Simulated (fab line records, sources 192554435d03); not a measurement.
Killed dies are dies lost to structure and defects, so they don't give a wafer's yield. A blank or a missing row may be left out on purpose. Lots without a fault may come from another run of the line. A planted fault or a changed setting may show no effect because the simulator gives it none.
Chamber matching | flow n5_finfet | N5_BEOL_M2_ETCH_63 on rie_diel-06: 4 sister chambers
The step etches SiARC in CF4, target depth 15.6 nm, time 26 s. 4 wafers are shown with their chamber, then 7 later ones without.

WAFERS WITH THEIR CHAMBER
wafer  | chamber | oes_product_au (a.u.)
L078.2 | 0       | 0.67
L081.4 | 1       | 0.82
L080.2 | 2       | 0.75
L080.5 | 3       | 0.62

WAFERS WITHOUT THEIR CHAMBER
wafer  | oes_product_au (a.u.)
L080.6 | 0.76
L085.2 | 0.62
L085.4 | 0.66
L085.5 | 0.80
L089.4 | 0.66
L089.5 | 0.65
L089.6 | 0.78

WHICH CHAMBER EACH WENT THROUGH
wafer  | from the rows above     | in truth
L080.6 | 2                       | 2
L085.2 | 3                       | 3
L085.4 | can't be placed: 0 or 3 | 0
L085.5 | can't be placed: 1 or 2 | 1
L089.4 | can't be placed: 0 or 3 | 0
L089.5 | can't be placed: 0 or 3 | 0
L089.6 | can't be placed: 2 or 1 | 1
Placed correctly: 2 of 7. Can't be placed from these rows: 5 (the true chamber is among the candidates in 5). Placed wrongly: 0.
How it was worked out, from the rows above alone: a wafer's distance from a chamber is the root of the sum, over the readings, of the square of ((its reading less the chamber's mean) divided by the reading's scatter). The wafer belongs to the nearest chamber; if the next one is less than 2 further off, it can't be placed. A chamber's mean is the mean of its shown wafers. The scatter: with one shown wafer a chamber, the root of the mean of the squares of how far each hidden wafer lies from its nearest shown one.
